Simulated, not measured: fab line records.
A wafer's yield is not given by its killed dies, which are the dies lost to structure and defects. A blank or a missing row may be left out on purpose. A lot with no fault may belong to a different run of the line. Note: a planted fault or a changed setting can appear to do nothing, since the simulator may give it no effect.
3 desks looking at one fault + flow n5_finfet + only its own numbers are on each desk; what lay behind them is given at the end

## THE DEFECT DESK
Inspection counts along the route, by lot: the mean over sampled wafers that carry a number. If a lot's mean is further than 4 standard deviations from the usual mean, the lot is out of limits and carries the mark OUT (the distance appears in the brackets).
Columns: A = raw_defect_count at N5_MOL_CONTACT_COAG_INSPECT_42, usual 215
| lot  | first seen here | A   |
|------|-----------------|-----|
| L943 | day 5 13:01     | 258 |
| L944 | day 5 17:50     | 172 |
| L946 | day 6 01:25     | 242 |
| L958 | day 9 03:01     | 270 |
| L963 | day 10 07:29    | 186 |
| L965 | day 11 02:23    | 217 |
Finding of this desk: none of the 6 lots has anything out of limits.

## DESK OF THE TOOL OWNER: ald_sin-02
The tool's own readings at N5_MOL_CONTACT_COAG_ALD_133 (deposits SiO2, target thk 5 nm, pulse time 1 s, co reactant pulse time 1 s): means of the sampled wafers that have a number, for each lot that ran on this tool. If a lot's mean is further than 4 standard deviations from the usual mean, the lot is out of limits and carries the mark OUT (the distance appears in the brackets).
Columns: A = heater_power_w at N5_MOL_CONTACT_COAG_ALD_133, usual 81 W; B = precursor_pulse_height_rel at N5_MOL_CONTACT_COAG_ALD_133, usual 1.000
| lot  | first seen here | A  | B     |
|------|-----------------|----|-------|
| L944 | day 5 18:01     | 78 | 0.990 |
| L958 | day 9 03:11     | 80 | 1.011 |
| L963 | day 10 07:46    | 79 | 0.998 |
| L965 | day 11 02:33    | 83 | 0.993 |
Finding of this desk: none of the 4 lots has anything out of limits.

## METROLOGY DESK
Means of the sampled wafers that have a number, per lot and without regard to the tool the lot ran on: this is what the gauges read. If a lot's mean is further than 4 standard deviations from the usual mean, the lot is out of limits and carries the mark OUT (the distance appears in the brackets).
Columns: A = cd_nm at N5_MOL_CONTACT_COAG_CD_MEAS_40, usual 25.05 nm; B = VD_OVL at N5_MOL_CONTACT_COAG_OVL_MEAS_41, usual -0.5 nm
| lot  | first seen here | A     | B    |
|------|-----------------|-------|------|
| L943 | day 5 12:56     | 25.37 | -1.2 |
| L944 | day 5 17:44     | 25.31 | -1.7 |
| L946 | day 6 01:20     | 24.65 | 0.0  |
| L958 | day 9 02:55     | 24.85 | -0.1 |
| L963 | day 10 07:15    | 24.41 | 0.2  |
| L965 | day 11 02:17    | 25.27 | -0.6 |
Finding of this desk: none of the 6 lots has anything out of limits.

## ALL TOGETHER
Nothing out of limits was seen by the defect desk.
The tool owner's desk saw nothing out of limits.
At the metrology desk, nothing out of limits was observed.

## WHAT THE SIMULATOR HAD PUT IN
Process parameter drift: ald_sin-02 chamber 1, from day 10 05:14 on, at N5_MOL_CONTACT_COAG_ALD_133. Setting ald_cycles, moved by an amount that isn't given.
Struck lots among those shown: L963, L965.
